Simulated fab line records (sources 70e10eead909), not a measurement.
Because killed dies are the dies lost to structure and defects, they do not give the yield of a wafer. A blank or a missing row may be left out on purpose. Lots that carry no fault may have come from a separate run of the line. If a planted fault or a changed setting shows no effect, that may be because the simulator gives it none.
Chamber matching + flow nandHarc + cmp-01 running NHARC_A_BLC_CMP_25: 4 sister chambers
The step polishes, t overpolish 30 s, target thk 150 nm. 4 wafers are shown with their chamber, then 9 later ones without.

WAFERS PAIRED WITH THEIR CHAMBERS
| wafer  | chamber | motorCurrentA (A) |
|--------|---------|-------------------|
| L075.4 | 0       | 11.5              |
| L092.3 | 2       | 10.5              |
| L092.4 | 1       | 14.6              |
| L092.5 | 3       | 12.1              |

WAFERS WITHOUT THEIR CHAMBER
| wafer  | motorCurrentA (A) |
|--------|-------------------|
| L093.2 | 10.3              |
| L093.3 | 11.3              |
| L093.4 | 12.0              |
| L094.4 | 14.6              |
| L094.5 | 11.0              |
| L094.6 | 11.6              |
| L097.1 | 11.7              |
| L097.3 | 11.0              |
| L097.5 | 14.3              |

WHICH CHAMBER EACH WENT THROUGH
| wafer  | from the rows above     | in truth |
|--------|-------------------------|----------|
| L093.2 | 2                       | 2        |
| L093.3 | 0                       | 0        |
| L093.4 | can't be placed: 3 or 0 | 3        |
| L094.4 | 1                       | 1        |
| L094.5 | can't be placed: 0 or 2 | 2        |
| L094.6 | can't be placed: 0 or 3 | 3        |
| L097.1 | can't be placed: 0 or 3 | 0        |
| L097.3 | can't be placed: 0 or 2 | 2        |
| L097.5 | 1                       | 1        |
Correct placement for 4 of the 9. Cannot be placed on the basis of these rows: 5; the candidates contain the true chamber in 5. Placed wrongly: 0.
How it was worked out, from the rows above alone: a wafer's distance from a chamber is the root of the sum, over the readings, of the square of ((its reading less the chamber's mean) divided by the reading's scatter). If the next closest chamber is less than 2 further off than the closest, the wafer can't be placed; otherwise it belongs to the closest. Each chamber's mean is taken over the wafers shown for it. The scatter (one wafer shown for each chamber): square how far every hidden wafer sits from the nearest shown wafer, average those squares and take the square root.
